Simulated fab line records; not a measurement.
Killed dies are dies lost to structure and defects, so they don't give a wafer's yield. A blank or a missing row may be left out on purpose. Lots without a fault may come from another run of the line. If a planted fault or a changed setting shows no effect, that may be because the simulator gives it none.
Check for tools in common / flow nandHarc / 2 lots, 6 wafers sampled

REASON IT WAS OPENED
At NHARC_END_SORT_01 the reading killedAtArray is flagged on 2 of 2 lots. Fault-free wafers read 27, with a standard deviation of 10.
Rule: a lot is flagged in two cases, either no wafer of it has a number, or all its wafers with numbers fall more than 4 standard deviations from that mean. As for the other lots, they are considered sound.

lot=L996; measured=day 21 12:47; on=prober-01; killedAtArray, wafer by wafer=668 665 664; flag=FLAGGED
lot=L995; measured=day 21 21:16; on=prober-01; killedAtArray, wafer by wafer=675 670 668; flag=FLAGGED
The mean of the flagged lots' numbers is 668, +641 from the usual (+64 standard deviations).

WHICH TOOL RAN EACH LOT
Before the reading, the record contains 4 process steps out of a 1159-step route. Cell contents, in order: the tool; ch with the chambers the sampled wafers went through; the start.
lot=L996; flag=FLAGGED; NHARC_A_CONTACT_ETCH_118=harCapEtch-03 ch 0,1, day 18 18:45; NHARC_A_CONTACT_ETCH_120=harCapEtch-03 ch 0,1, day 18 18:56; NHARC_A_CONTACT_ETCH_123=harCapEtch-03 ch 0,1, day 18 19:14; NHARC_A_CONTACT_DEP_58=pecvd-03 ch 0,1,2, day 18 22:43
lot=L995; flag=FLAGGED; NHARC_A_CONTACT_ETCH_118=harCapEtch-01 ch 0,1, day 18 23:35; NHARC_A_CONTACT_ETCH_120=harCapEtch-01 ch 0,1, day 18 23:46; NHARC_A_CONTACT_ETCH_123=harCapEtch-01 ch 0,1, day 19 00:05; NHARC_A_CONTACT_DEP_58=pecvd-03 ch 1,2, day 19 06:09
What the steps here do:
- NHARC_A_CONTACT_ETCH_118: etches the open film in C4F8/O2/Ar, time 94 s, target depth 922 nm.
- NHARC_A_CONTACT_ETCH_120: etches the open film in C4F8/O2/Ar, time 94 s, target depth 922 nm.
- NHARC_A_CONTACT_ETCH_123: etches the open film in C4F8/O2/Ar, time 253 s, target depth 1090 nm.
- NHARC_A_CONTACT_DEP_58: deposits SiON, target thk 60 nm.
- NHARC_END_SORT_01

FLAGGED AGAINST TOTAL, ONE TOOL AT A TIME (gauges that did the reading follow at the end)
step=NHARC_A_CONTACT_ETCH_118; tool=harCapEtch-01; lots run=1; flagged=1; share of the flagged lots=some; sound lots run after its first flagged lot=0
step=NHARC_A_CONTACT_ETCH_118; tool=harCapEtch-03; lots run=1; flagged=1; share of the flagged lots=some; sound lots run after its first flagged lot=0
step=NHARC_A_CONTACT_ETCH_120; tool=harCapEtch-01; lots run=1; flagged=1; share of the flagged lots=some; sound lots run after its first flagged lot=0
step=NHARC_A_CONTACT_ETCH_120; tool=harCapEtch-03; lots run=1; flagged=1; share of the flagged lots=some; sound lots run after its first flagged lot=0
step=NHARC_A_CONTACT_ETCH_123; tool=harCapEtch-01; lots run=1; flagged=1; share of the flagged lots=some; sound lots run after its first flagged lot=0
step=NHARC_A_CONTACT_ETCH_123; tool=harCapEtch-03; lots run=1; flagged=1; share of the flagged lots=some; sound lots run after its first flagged lot=0
step=NHARC_A_CONTACT_DEP_58; tool=pecvd-03; lots run=2; flagged=2; share of the flagged lots=all; sound lots run after its first flagged lot=0
step=NHARC_END_SORT_01; tool=prober-01; lots run=2; flagged=2; share of the flagged lots=all; sound lots run after its first flagged lot=0

WHAT THE TABLE ALLOWS
Every flagged lot went through 2 rows of the table: pecvd-03 at NHARC_A_CONTACT_DEP_58 and prober-01 at NHARC_END_SORT_01.
- pecvd-03 at NHARC_A_CONTACT_DEP_58 ran 2 lots, 2 of them flagged. No sound lot ran on it before its first flagged lot in this sample; the start therefore can't be narrowed down.
- prober-01 at NHARC_END_SORT_01 ran 2 lots, 2 of them flagged. No sound lot ran on it before its first flagged lot in this sample; the start therefore can't be narrowed down.
Because each of these 2 tools fits a fault that began at some hour, counting lots does not separate them. More lots, or a look at what each step does to the wafer, might.

WHAT THE SIMULATOR PUT IN
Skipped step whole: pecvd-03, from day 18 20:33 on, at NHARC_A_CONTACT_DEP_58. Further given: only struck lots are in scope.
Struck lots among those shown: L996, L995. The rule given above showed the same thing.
